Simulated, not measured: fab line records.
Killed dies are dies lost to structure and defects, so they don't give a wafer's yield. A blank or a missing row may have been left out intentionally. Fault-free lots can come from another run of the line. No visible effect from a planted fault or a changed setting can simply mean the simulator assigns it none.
Chamber matching / flow n5 finfet / N5_FIN_SAQP_ETCH_34 on rie diel-01 has 4 sister chambers
The step etches SiO2 in C4F6/O2, target depth 45 nm, time 15 s. 20 wafers are shown with their chamber, then 10 later ones without.

## WAFERS, EACH WITH ITS CHAMBER
wafer=L078.1; chamber=2; throttle valve pct (%)=21.37; showerhead plenum p Torr (Torr)=2.94; drypump motor current A (A)=5.0
wafer=L078.4; chamber=3; throttle valve pct (%)=20.95; showerhead plenum p Torr (Torr)=2.98; drypump motor current A (A)=6.2
wafer=L078.5; chamber=1; throttle valve pct (%)=20.79; showerhead plenum p Torr (Torr)=3.03; drypump motor current A (A)=5.6
wafer=L079.1; chamber=1; throttle valve pct (%)=20.79; showerhead plenum p Torr (Torr)=3.03; drypump motor current A (A)=5.6
wafer=L079.3; chamber=0; throttle valve pct (%)=21.26; showerhead plenum p Torr (Torr)=2.75; drypump motor current A (A)=5.6
wafer=L079.5; chamber=0; throttle valve pct (%)=21.25; showerhead plenum p Torr (Torr)=2.76; drypump motor current A (A)=5.6
wafer=L082.1; chamber=1; throttle valve pct (%)=20.80; showerhead plenum p Torr (Torr)=3.02; drypump motor current A (A)=5.6
wafer=L082.3; chamber=0; throttle valve pct (%)=21.28; showerhead plenum p Torr (Torr)=2.75; drypump motor current A (A)=5.6
wafer=L082.5; chamber=3; throttle valve pct (%)=20.96; showerhead plenum p Torr (Torr)=2.98; drypump motor current A (A)=6.2
wafer=L085.2; chamber=3; throttle valve pct (%)=20.95; showerhead plenum p Torr (Torr)=2.98; drypump motor current A (A)=6.2
wafer=L085.5; chamber=3; throttle valve pct (%)=20.95; showerhead plenum p Torr (Torr)=2.97; drypump motor current A (A)=6.2
wafer=L085.6; chamber=2; throttle valve pct (%)=21.40; showerhead plenum p Torr (Torr)=2.94; drypump motor current A (A)=5.0
wafer=L086.3; chamber=3; throttle valve pct (%)=20.97; showerhead plenum p Torr (Torr)=2.97; drypump motor current A (A)=6.2
wafer=L086.4; chamber=2; throttle valve pct (%)=21.38; showerhead plenum p Torr (Torr)=2.93; drypump motor current A (A)=5.1
wafer=L086.5; chamber=0; throttle valve pct (%)=21.29; showerhead plenum p Torr (Torr)=2.75; drypump motor current A (A)=5.7
wafer=L087.1; chamber=2; throttle valve pct (%)=21.38; showerhead plenum p Torr (Torr)=2.93; drypump motor current A (A)=5.0
wafer=L087.4; chamber=0; throttle valve pct (%)=21.28; showerhead plenum p Torr (Torr)=2.75; drypump motor current A (A)=5.6
wafer=L087.5; chamber=0; throttle valve pct (%)=21.28; showerhead plenum p Torr (Torr)=2.75; drypump motor current A (A)=5.7
wafer=L088.2; chamber=2; throttle valve pct (%)=21.39; showerhead plenum p Torr (Torr)=2.93; drypump motor current A (A)=5.0
wafer=L088.3; chamber=0; throttle valve pct (%)=21.28; showerhead plenum p Torr (Torr)=2.75; drypump motor current A (A)=5.7

SIGNATURES (averages over the wafers above)
reading=throttle valve pct; chamber 0=21.2743; chamber 1=20.7933; chamber 2=21.3840; chamber 3=20.9560; scatter within a chamber=0.0114
reading=showerhead plenum p Torr; chamber 0=2.7514; chamber 1=3.0267; chamber 2=2.9340; chamber 3=2.9760; scatter within a chamber=0.00495
reading=drypump motor current A; chamber 0=5.643; chamber 1=5.600; chamber 2=5.020; chamber 3=6.200; scatter within a chamber=0.0396
Rule: a wafer's distance from a chamber is the root of the sum, over the readings, of the square of ((its reading less the chamber's mean) divided by the reading's scatter). If the next closest chamber is less than 2 further off than the closest, the wafer can't be placed; otherwise it belongs to the closest. The scatter: take each reading less its chamber's mean, square it, sum over the shown wafers, divide by the number of wafers less the number of chambers, and take the root.

## WAFERS WITH NO CHAMBER GIVEN
wafer=L088.5; throttle valve pct (%)=21.39; showerhead plenum p Torr (Torr)=2.93; drypump motor current A (A)=5.0
wafer=L089.1; throttle valve pct (%)=21.28; showerhead plenum p Torr (Torr)=2.75; drypump motor current A (A)=5.6
wafer=L089.2; throttle valve pct (%)=21.41; showerhead plenum p Torr (Torr)=2.93; drypump motor current A (A)=5.0
wafer=L089.4; throttle valve pct (%)=20.99; showerhead plenum p Torr (Torr)=2.97; drypump motor current A (A)=6.2
wafer=L092.4; throttle valve pct (%)=21.30; showerhead plenum p Torr (Torr)=2.74; drypump motor current A (A)=5.6
wafer=L092.5; throttle valve pct (%)=20.82; showerhead plenum p Torr (Torr)=3.01; drypump motor current A (A)=5.6
wafer=L092.6; throttle valve pct (%)=21.39; showerhead plenum p Torr (Torr)=2.93; drypump motor current A (A)=5.1
wafer=L097.1; throttle valve pct (%)=21.42; showerhead plenum p Torr (Torr)=2.92; drypump motor current A (A)=5.0
wafer=L097.3; throttle valve pct (%)=21.30; showerhead plenum p Torr (Torr)=2.74; drypump motor current A (A)=5.6
wafer=L097.6; throttle valve pct (%)=21.32; showerhead plenum p Torr (Torr)=2.74; drypump motor current A (A)=5.7

## WHICH CHAMBER EACH WENT THROUGH
wafer=L088.5; from the rows above=2; in truth=2
wafer=L089.1; from the rows above=0; in truth=0
wafer=L089.2; from the rows above=2; in truth=2
wafer=L089.4; from the rows above=3; in truth=3
wafer=L092.4; from the rows above=0; in truth=0
wafer=L092.5; from the rows above=1; in truth=1
wafer=L092.6; from the rows above=2; in truth=2
wafer=L097.1; from the rows above=2; in truth=2
wafer=L097.3; from the rows above=0; in truth=0
wafer=L097.6; from the rows above=0; in truth=0
Placed correctly: 10 of 10. Can't be placed from these rows: 0. Wrongly placed: 0.
